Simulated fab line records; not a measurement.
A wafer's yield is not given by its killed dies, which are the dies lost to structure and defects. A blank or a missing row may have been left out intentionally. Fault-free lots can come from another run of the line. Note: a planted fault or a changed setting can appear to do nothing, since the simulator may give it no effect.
Chamber matching	flow n5-finfet	N5_BEOL_M0_CMP_120 on cmp-04: 4 sister chambers
The step polishes, stops on SiOC, t overpolish 6.9 s. 8 wafers are shown with their chamber, then 8 later ones without.

## EACH WAFER AND ITS CHAMBER
wafer	chamber	motor-current-A (A)	clearing-platen-rpm (rpm)
L078.5	0	6.0	49.984
L080.3	2	5.9	50.008
L081.1	0	6.4	49.984
L081.5	3	6.2	50.033
L082.2	3	6.2	49.992
L082.4	1	5.9	49.972
L082.6	2	6.1	49.980
L089.1	1	5.7	49.983

## WAFERS WITH NO CHAMBER GIVEN
wafer	motor-current-A (A)	clearing-platen-rpm (rpm)
L089.2	6.4	50.011
L089.4	5.9	50.033
L090.3	5.9	49.999
L090.4	6.1	50.040
L090.6	5.6	50.038
L091.1	6.2	49.996
L091.3	5.8	50.058
L091.4	6.2	50.024

## EACH ONE'S CHAMBER
wafer	from the rows above	in truth
L089.2	can't be placed: 3 or 0 or 2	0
L089.4	can't be placed: 3 or 2 or 1 or 0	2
L090.3	can't be placed: 2 or 1 or 3 or 0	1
L090.4	can't be placed: 3 or 2 or 0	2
L090.6	can't be placed: 2 or 1 or 3 or 0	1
L091.1	can't be placed: 0 or 3 or 2 or 1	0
L091.3	can't be placed: 3 or 2 or 1 or 0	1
L091.4	can't be placed: 3 or 2 or 0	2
Correct placement for 0 of the 8. Cannot be placed on the basis of these rows: 8; the candidates contain the true chamber in 8. Number placed wrongly: 0.
How it was worked out, from the rows above alone: a wafer's distance from a chamber is the root of the sum, over the readings, of the square of ((its reading less the chamber's mean) divided by the reading's scatter). If the next closest chamber is less than 2 further off than the closest, the wafer can't be placed; otherwise it belongs to the closest. Each chamber's mean is taken over the wafers shown for it. The scatter: take each reading less its chamber's mean, square it, sum over the shown wafers, divide by the number of wafers less the number of chambers, and take the root.
